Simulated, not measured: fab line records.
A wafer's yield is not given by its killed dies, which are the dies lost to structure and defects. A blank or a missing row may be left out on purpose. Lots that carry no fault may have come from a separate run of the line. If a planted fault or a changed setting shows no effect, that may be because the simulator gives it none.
Which tool was responsible? -- flow n5_finfet -- 8 lots with 24 wafers sampled at 5 steps, on a route of 1938 steps

== WHAT THE GAUGES SHOWED, per wafer ==
N5_BEOL_M4_RC_MEAS_101. Usual: DIBL_N 35.9 mV/V, standard deviation 1.4; DIBL_P 35.9 mV/V, standard deviation 1.7; IOFF_N 0.155 nA/um, standard deviation 0.023; IOFF_P 0.201 nA/um, standard deviation 0.029; ION_N 672 uA/um, standard deviation 8.8; ION_P 460 uA/um, standard deviation 7; SS_N 71.6 mV/dec, standard deviation 0.48; SS_P 73.1 mV/dec, standard deviation 0.64; VT_N 250.0 mV, standard deviation 3; VT_P -251.6 mV, standard deviation 3.
lot,measured,on,DIBL_N (mV/V),DIBL_P (mV/V),IOFF_N (nA/um),IOFF_P (nA/um),ION_N (uA/um),ION_P (uA/um),SS_N (mV/dec),SS_P (mV/dec),VT_N (mV),VT_P (mV),flag
L878,day 8 23:53,prober-01,32.8 35.5 35.6,34.9 37.1 37.1,0.126 0.165 0.161,0.168 0.200 0.208,663 671 668,453 456 459,71.3 71.5 72.1,73.3 73.6 73.6,254.2 250.1 251.3,-257.0 -254.1 -250.2,
L877,day 9 06:42,prober-01,36.1 36.0 35.6,36.3 36.4 36.0,0.168 0.163 0.172,0.217 0.207 0.213,675 676 673,460 458 457,72.0 71.1 71.3,73.0 73.4 73.2,247.6 250.3 248.9,-250.3 -251.0 -250.2,
L883,day 11 03:59,prober-01,34.5 37.0 35.2,35.1 37.8 35.1,0.126 0.169 0.134,0.184 0.221 0.179,654 685 661,457 474 460,71.1 71.7 70.8,72.0 73.6 72.5,255.7 249.0 250.9,-250.0 -250.5 -252.3,
L885,day 11 05:29,prober-02,36.2 35.2 37.1,34.6 33.5 35.2,0.138 0.123 0.146,0.180 0.166 0.188,671 666 672,461 453 462,70.9 70.5 71.4,72.2 72.1 72.7,249.2 253.1 251.4,-253.5 -256.0 -252.9,
L887,day 11 12:03,prober-01,36.9 37.7 36.5,36.8 37.6 35.2,0.183 0.198 0.170,0.244 0.260 0.227,684 671 670,467 463 461,72.1 72.6 72.4,74.0 73.6 73.7,246.3 244.0 248.2,-249.6 -246.0 -249.3,
L889,day 12 05:29,prober-01,38.6 39.0 37.4,36.4 37.3 35.3,0.165 0.177 0.144,0.210 0.217 0.196,677 675 675,464 457 458,71.7 71.8 71.4,73.7 74.6 73.4,249.1 250.3 247.9,-251.6 -251.7 -251.1,
L892,day 12 22:56,prober-01,36.6 36.3 35.4,37.5 37.9 36.6,0.168 0.170 0.149,0.213 0.217 0.199,682 676 668,461 460 461,72.3 72.0 72.8,73.8 74.1 73.7,248.7 248.1 250.8,-250.7 -251.7 -250.6,
L896,day 13 23:38,prober-02,35.6 34.9 33.5,34.0 34.2 32.8,0.141 0.131 0.113,0.186 0.198 0.168,649 668 654,448 462 454,71.7 71.1 71.0,72.6 73.4 72.6,255.4 250.9 256.9,-253.7 -251.9 -252.6,

== WHICH TOOL RAN EACH LOT (tool, then ch and the chambers of the sampled wafers, then the start) ==
lot,N5_BEOL_M0_SAQP_ETCH_84,N5_BEOL_M0_SAQP_HM_OPEN_112,N5_BEOL_M0_SAQP_ETCH_107,N5_BEOL_M0_SAQP_RECESS_109
L878,"rie_diel-01 ch 0,1, day 6 21:22","rie_diel-01 ch 0,1, day 6 21:28","rie_diel-01 ch 0,1,2, day 7 00:10","vapor_etch-02 ch 0,1, day 7 00:16"
L877,"rie_diel-04 ch 1,3, day 6 22:14","rie_diel-04 ch 1,3, day 6 22:21","rie_diel-01 ch 0,3, day 7 00:46","vapor_etch-01 ch 0,1, day 7 00:52"
L883,"rie_diel-01 ch 0,1,3, day 8 06:28","rie_diel-01 ch 0,1,3, day 8 06:34","rie_diel-01 ch 0,2,3, day 8 08:48","vapor_etch-02 ch 1, day 8 08:54"
L885,"rie_diel-04 ch 0,2,3, day 8 20:56","rie_diel-04 ch 0,2,3, day 8 21:02","rie_diel-01 ch 0,1,3, day 8 23:22","vapor_etch-02 ch 0,1, day 8 23:28"
L887,"rie_diel-03 ch 0,2, day 9 03:05","rie_diel-03 ch 0,2, day 9 03:12","rie_diel-01 ch 0,3, day 9 05:41","vapor_etch-02 ch 0,1, day 9 05:47"
L889,"rie_diel-04 ch 1,2,3, day 9 10:32","rie_diel-04 ch 1,2,3, day 9 10:38","rie_diel-01 ch 0,2, day 9 12:52","vapor_etch-02 ch 0,1, day 9 13:15"
L892,"rie_diel-03 ch 0,2,3, day 10 10:39","rie_diel-03 ch 0,2,3, day 10 10:46","rie_diel-03 ch 0,2,3, day 10 13:28","vapor_etch-01 ch 0,1, day 10 13:34"
L896,"rie_diel-04 ch 0,1, day 11 12:28","rie_diel-04 ch 0,1, day 11 12:34","rie_diel-03 ch 0,1,2, day 11 14:43","vapor_etch-02 ch 0,1, day 11 14:49"
- N5_BEOL_M0_SAQP_ETCH_84: etches SOC in N2/H2, target depth 100 nm, overetch 20 nm, time 150 s.
- N5_BEOL_M0_SAQP_HM_OPEN_112: chemistry CHF3/O2, target SiO2, stops on a-Si, target depth 12 nm, time 13.5 s.
- N5_BEOL_M0_SAQP_ETCH_107: etches SiNx in CH3F/O2, target depth 30 nm.
- N5_BEOL_M0_SAQP_RECESS_109: chemistry HF/NH3, target SiO2, target depth 3 nm, afs cycles 1, sublimation time 60 s.

== WHAT THE TOOLS THEMSELVES READ (means of the sampled wafers that have a number; where no wafer has one, the mark that the record gives instead) ==
N5_BEOL_M0_SAQP_ETCH_84. Usual: drypump_motor_current_A 5.9 A, standard deviation 0.6; oes_product_au 0.69 a.u., standard deviation 0.084; rf_fwd_power_W 836.5 W, standard deviation 2.7; rf_vpp_V 524.3 V, standard deviation 2.9; showerhead_plenum_p_Torr 2.56 Torr, standard deviation 0.1; throttle_valve_pct 17.82 %, standard deviation 0.24.
lot,tool,drypump_motor_current_A (A),oes_product_au (a.u.),rf_fwd_power_W (W),rf_vpp_V (V),showerhead_plenum_p_Torr (Torr),throttle_valve_pct (%),flag
L878,rie_diel-01,5.5,0.78,837.1,528.0,2.68,17.70,
L877,rie_diel-04,5.9,0.61,836.2,523.4,2.54,17.87,
L883,rie_diel-01,5.6,0.80,837.0,524.9,2.59,17.61,
L885,rie_diel-04,6.1,0.64,836.9,523.1,2.52,17.89,
L887,rie_diel-03,5.4,0.65,836.4,522.8,2.49,17.93,
L889,rie_diel-04,6.1,0.68,837.1,522.4,2.50,17.76,
L892,rie_diel-03,5.7,0.69,834.5,524.0,2.55,17.75,
L896,rie_diel-04,5.4,0.75,834.8,526.0,2.60,17.79,

N5_BEOL_M0_SAQP_HM_OPEN_112. Usual: drypump_motor_current_A 5.9 A, standard deviation 0.59; mfc_ar_sccm 200.0 sccm, standard deviation 0.56; oes_f_703_au 0.77 a.u., standard deviation 0.094; oes_product_au 0.50 a.u., standard deviation 0.061; rf_fwd_power_W 644.7 W, standard deviation 2.5; rf_vpp_V 523 V, standard deviation 5.7; showerhead_plenum_p_Torr 2.42 Torr, standard deviation 0.092; throttle_valve_pct 18.85 %, standard deviation 0.21.
lot,tool,drypump_motor_current_A (A),mfc_ar_sccm (sccm),oes_f_703_au (a.u.),oes_product_au (a.u.),rf_fwd_power_W (W),rf_vpp_V (V),showerhead_plenum_p_Torr (Torr),throttle_valve_pct (%),flag
L878,rie_diel-01,5.5,200.5,0.88,0.58,647.4,519,2.53,18.74,
L877,rie_diel-04,5.9,200.1,0.69,0.45,644.3,524,2.42,18.98,
L883,rie_diel-01,5.6,199.8,0.89,0.58,646.7,525,2.45,18.65,
L885,rie_diel-04,6.1,200.1,0.72,0.47,643.4,519,2.39,18.91,
L887,rie_diel-03,5.4,199.8,0.73,0.48,646.5,521,2.37,18.88,
L889,rie_diel-04,6.1,199.9,0.77,0.50,642.2,522,2.38,18.83,
L892,rie_diel-03,5.7,200.3,0.77,0.51,645.6,525,2.42,18.73,
L896,rie_diel-04,5.4,199.6,0.84,0.55,645.3,525,2.48,18.88,

N5_BEOL_M0_SAQP_ETCH_107. Usual: CH3F_flow_sccm 30.00 sccm, standard deviation 0.084; drypump_motor_current_A 5.9 A, standard deviation 0.58; mfc_ar_sccm 150.0 sccm, standard deviation 0.53; oes_f_703_au 0.79 a.u., standard deviation 0.1; oes_product_au 0.79 a.u., standard deviation 0.11; rf_fwd_power_W 390.9 W, standard deviation 1.7; rf_vpp_V 297 V, standard deviation 3.5; showerhead_plenum_p_Torr 2.02 Torr, standard deviation 0.082; throttle_valve_pct 16.33 %, standard deviation 0.23.
lot,tool,CH3F_flow_sccm (sccm),drypump_motor_current_A (A),mfc_ar_sccm (sccm),oes_f_703_au (a.u.),oes_product_au (a.u.),rf_fwd_power_W (W),rf_vpp_V (V),showerhead_plenum_p_Torr (Torr),throttle_valve_pct (%),flag
L878,rie_diel-01,29.99,5.7,149.8,0.78,0.78,391.4,296,2.05,16.49,
L877,rie_diel-01,29.92,6.0,150.5,0.91,0.92,391.8,296,2.06,16.07,
L883,rie_diel-01,29.97,6.2,149.8,0.80,0.80,390.6,298,2.01,16.33,
L885,rie_diel-01,30.05,5.6,150.1,0.87,0.89,391.7,298,2.03,16.17,
L887,rie_diel-01,30.05,6.1,149.6,0.81,0.99,392.0,299,1.99,16.17,
L889,rie_diel-01,29.97,6.3,150.5,0.95,1.05,392.1,295,2.02,16.22,
L892,rie_diel-03,30.04,5.7,150.3,0.77,0.78,390.4,297,2.01,16.28,
L896,rie_diel-03,29.97,5.6,149.9,0.72,0.71,390.5,297,1.99,16.45,

N5_BEOL_M0_SAQP_RECESS_109. Usual: drypump_motor_current_A 5.8 A, standard deviation 0.54; sublimation_temp_c 180.04 C, standard deviation 0.17.
lot,tool,drypump_motor_current_A (A),sublimation_temp_c (C),flag
L878,vapor_etch-02,5.4,180.14,
L877,vapor_etch-01,6.0,179.89,
L883,vapor_etch-02,5.0,179.98,
L885,vapor_etch-02,5.4,179.93,
L887,vapor_etch-02,5.9,179.76,
L889,vapor_etch-02,5.9,180.04,
L892,vapor_etch-01,6.1,180.17,
L896,vapor_etch-02,5.9,180.27,

== THE ANSWER, worked out from the rows above alone ==
Rule: take the mean of a lot's wafers that have a number; if it is more than 3 standard deviations from the usual mean, the lot is off. A lot without any number at a reading at which 4 lots or more have one is off too. Any other lot the step has rows for is counted as sound. After the gauges, taken in route order, come the tools' own readings; for these a lot's mean is taken, as printed above. The first step at which some lot is off is used, and at that step the reading that is off furthest; a lot without a number counts as furthest.
Across all readings shown, no lot is off: no conclusion can be drawn from this.

== WHAT THE SIMULATOR HAD INSERTED ==
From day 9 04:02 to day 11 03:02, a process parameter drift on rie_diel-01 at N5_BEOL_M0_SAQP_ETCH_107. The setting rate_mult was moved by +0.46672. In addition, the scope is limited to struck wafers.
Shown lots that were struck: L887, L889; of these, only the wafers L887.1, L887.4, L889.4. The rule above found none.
